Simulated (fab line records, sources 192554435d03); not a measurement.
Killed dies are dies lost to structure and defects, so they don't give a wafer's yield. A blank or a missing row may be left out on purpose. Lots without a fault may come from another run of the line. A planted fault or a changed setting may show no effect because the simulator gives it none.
Chamber matching | flow n5_finfet | N5_BEOL_M7_DEP_56 on pecvd-01: 3 sister chambers
The step deposits SiCN from 3MS/NH3, target thk 10 nm, time 17.5 s. 3 wafers are shown with their chamber, then 11 later ones without.

WAFERS WITH THEIR CHAMBER
wafer  | chamber | throttle_valve_pct (%)
L088.3 | 2       | 8.1
L088.5 | 1       | 9.8
L089.2 | 0       | 8.6

WAFERS WITHOUT THEIR CHAMBER
wafer  | throttle_valve_pct (%)
L089.4 | 9.7
L089.6 | 8.5
L093.3 | 9.8
L093.4 | 8.2
L093.5 | 8.0
L094.4 | 8.4
L094.5 | 9.9
L094.6 | 8.2
L096.1 | 9.6
L096.2 | 8.6
L096.3 | 8.1

WHICH CHAMBER EACH WENT THROUGH
wafer  | from the rows above     | in truth
L089.4 | 1                       | 1
L089.6 | 0                       | 0
L093.3 | 1                       | 1
L093.4 | 2                       | 2
L093.5 | 2                       | 2
L094.4 | can't be placed: 0 or 2 | 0
L094.5 | 1                       | 1
L094.6 | 2                       | 2
L096.1 | 1                       | 1
L096.2 | 0                       | 0
L096.3 | 2                       | 2
Placed correctly: 10 of 11. Can't be placed from these rows: 1 (the true chamber is among the candidates in 1). Placed wrongly: 0.
How it was worked out, from the rows above alone: a wafer's distance from a chamber is the root of the sum, over the readings, of the square of ((its reading less the chamber's mean) divided by the reading's scatter). The wafer belongs to the nearest chamber; if the next one is less than 2 further off, it can't be placed. A chamber's mean is the mean of its shown wafers. The scatter: with one shown wafer a chamber, the root of the mean of the squares of how far each hidden wafer lies from its nearest shown one.
